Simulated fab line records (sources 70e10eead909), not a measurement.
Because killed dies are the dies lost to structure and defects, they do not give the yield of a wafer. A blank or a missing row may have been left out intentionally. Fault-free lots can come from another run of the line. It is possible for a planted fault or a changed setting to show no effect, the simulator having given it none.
Which tool is to blame? ; flow nand harc ; 36 wafers sampled from 12 lots at 1 step of a route of 1302

WHAT THE GAUGES READ, wafer by wafer
NHARC_A_ONON_D1_THK_MEAS_02: measures by ellipsometry.
lot;measured;on;thk nm (nm)
L075;day 8 13:01;film metro-02;1006 1005 1005
L077;day 8 20:12;film metro-02;998 998 998
L079;day 9 19:48;film metro-02;1001 1002 1001
L081;day 10 19:15;film metro-02;1006 1004 1004
L083;day 11 09:38;film metro-01;982 983 981
L086;day 12 11:29;film metro-02;998 998 996
L087;day 13 04:58;film metro-01;996 996 997
L088;day 14 00:22;film metro-01;984 984 984
L091;day 15 03:18;film metro-01;1000 1001 1000
L093;day 15 14:31;film metro-02;1014 1014 1014
L095;day 16 09:22;film metro-02;1013 1010 1011
L096;day 18 08:04;film metro-01;985 983 984

WHICH TOOL RAN EACH LOT (tool, then ch and the chambers of the sampled wafers, then the start)
There is no process step in the record ahead of these readings.

THE ANSWER, worked out from the rows above alone
Rule: the usual values come from the lots themselves. Put in order of their means at a reading, lots are off if they are a third of the lots or fewer, leave a main group of 4 or more, and stand apart from it by a gap of 3 or more times the standard deviation of the main group's means; of several such gaps the widest counts. Not used: any main group whose means are identical at the precision the tables above print for the reading. Also off: a lot with no number at a reading for which 4 or more lots have one. The other lots that the step has rows for count as sound.
Nothing can be told from this: no lot is off at any reading shown.

WHAT THE SIMULATOR HAD INSERTED
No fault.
